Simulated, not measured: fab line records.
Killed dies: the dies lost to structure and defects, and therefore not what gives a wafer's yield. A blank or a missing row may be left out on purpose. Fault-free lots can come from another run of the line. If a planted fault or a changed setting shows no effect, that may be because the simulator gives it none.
Which tool was responsible? ; flow n5_finfet ; 7 lots (21 wafers sampled), 1 step of a 1938-step route

== WHAT THE GAUGES SHOWED, per wafer ==
N5_BEOL_M15_CD_MEAS_28 targets a cd of 407.6 nm.
lot;measured;on;cd_nm (nm)
L137;day 11 13:56;cd_sem-02;406.8 406.1 406.4
L139;day 12 00:17;cd_sem-01;409.2 410.7 408.8
L146;day 13 22:25;cd_sem-02;407.4 407.5 409.1
L147;day 14 04:37;cd_sem-03;408.9 410.9 412.1
L149;day 14 23:19;cd_sem-01;411.8 410.4 410.3
L153;day 15 11:23;cd_sem-01;409.3 410.1 408.1
L159;day 17 02:14;cd_sem-03;410.8 408.2 406.5

== TOOL THAT RAN EACH LOT (tool first, then ch and the chambers of the sampled wafers, then the start) ==
No process step before these readings appears in the record.

== THE ANSWER, worked out from the rows above alone ==
Rule: the lots themselves supply what counts as usual. Put in order of their means at a reading, lots are off if they are a third of the lots or fewer, leave a main group of 4 or more, and stand apart from it by a gap of 3 or more times the standard deviation of the main group's means; of several such gaps the widest counts. A main group whose means are all the same, to the digits that the tables above print for the reading, isn't used. A lot without any number at a reading at which 4 lots or more have one is off too. The other lots that the step has rows for count as sound.
No lot is off on any of the readings shown, so nothing can be concluded from this.

== WHAT HAD BEEN PUT IN BY THE SIMULATOR ==
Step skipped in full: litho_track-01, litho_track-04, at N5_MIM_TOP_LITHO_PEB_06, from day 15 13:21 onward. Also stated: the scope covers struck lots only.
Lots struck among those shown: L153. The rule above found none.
